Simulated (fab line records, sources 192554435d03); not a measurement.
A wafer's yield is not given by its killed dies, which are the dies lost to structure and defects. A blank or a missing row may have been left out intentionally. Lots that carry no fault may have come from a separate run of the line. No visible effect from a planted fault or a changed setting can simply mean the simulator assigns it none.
Chamber matching | flow n5 finfet | N5_BEOL_M0_SAQP_CUT_ETCH_46 on rie diel-05: 4 sister chambers
The step etches SOC in N2/H2, target depth 135 nm, overetch 27 nm, time 202.5 s. 16 wafers are shown with their chamber, then 8 later ones without.

== EACH WAFER AND ITS CHAMBER ==
wafer  | chamber | throttle valve pct (%) | showerhead plenum p Torr (Torr) | drypump motor current A (A)
L076.1 | 3       | 18.09                  | 2.61                            | 6.00
L076.2 | 2       | 17.61                  | 2.50                            | 5.33
L076.6 | 2       | 17.61                  | 2.50                            | 5.33
L079.1 | 3       | 18.10                  | 2.61                            | 5.97
L079.3 | 0       | 18.05                  | 2.62                            | 5.52
L079.6 | 1       | 17.74                  | 2.66                            | 5.79
L082.2 | 3       | 18.13                  | 2.60                            | 5.94
L082.4 | 2       | 17.65                  | 2.49                            | 5.34
L082.5 | 0       | 18.07                  | 2.62                            | 5.52
L083.2 | 3       | 18.11                  | 2.60                            | 5.98
L083.3 | 1       | 17.75                  | 2.65                            | 5.81
L083.4 | 0       | 18.06                  | 2.62                            | 5.50
L084.4 | 1       | 17.75                  | 2.65                            | 5.73
L084.5 | 3       | 18.11                  | 2.60                            | 5.95
L084.6 | 0       | 18.07                  | 2.62                            | 5.49
L086.1 | 2       | 17.64                  | 2.49                            | 5.32

SIGNATURES, as means of the wafers listed above
reading                  | chamber 0 | chamber 1 | chamber 2 | chamber 3 | scatter within a chamber
throttle valve pct       | 18.0625   | 17.7467   | 17.6275   | 18.1080   | 0.0144
showerhead plenum p Torr | 2.6200    | 2.6533    | 2.4950    | 2.6040    | 0.00489
drypump motor current A  | 5.5075    | 5.7767    | 5.3300    | 5.9680    | 0.0235
Rule: a wafer's distance from a chamber is the root of the sum, over the readings, of the square of ((its reading less the chamber's mean) divided by the reading's scatter). The wafer belongs to the nearest chamber; if the next one is less than 2 further off, it can't be placed. The scatter is the square root of a quotient: the sum, over the shown wafers, of each reading's squared deviation from its chamber's mean, divided by wafers minus chambers.

== WAFERS WITHOUT THEIR CHAMBER ==
wafer  | throttle valve pct (%) | showerhead plenum p Torr (Torr) | drypump motor current A (A)
L086.3 | 18.12                  | 2.60                            | 5.96
L086.5 | 17.64                  | 2.49                            | 5.33
L089.1 | 18.08                  | 2.61                            | 5.52
L089.2 | 17.78                  | 2.65                            | 5.76
L089.6 | 17.77                  | 2.65                            | 5.80
L092.1 | 18.11                  | 2.61                            | 5.51
L092.3 | 18.14                  | 2.60                            | 5.92
L092.4 | 17.64                  | 2.49                            | 5.34

== EACH ONE'S CHAMBER ==
wafer  | from the rows above | in truth
L086.3 | 3                   | 3
L086.5 | 2                   | 2
L089.1 | 0                   | 0
L089.2 | 1                   | 1
L089.6 | 1                   | 1
L092.1 | 0                   | 0
L092.3 | 3                   | 3
L092.4 | 2                   | 2
Placed correctly: 8 of 8. Left unplaced by these rows: 0. Wrongly placed: 0.
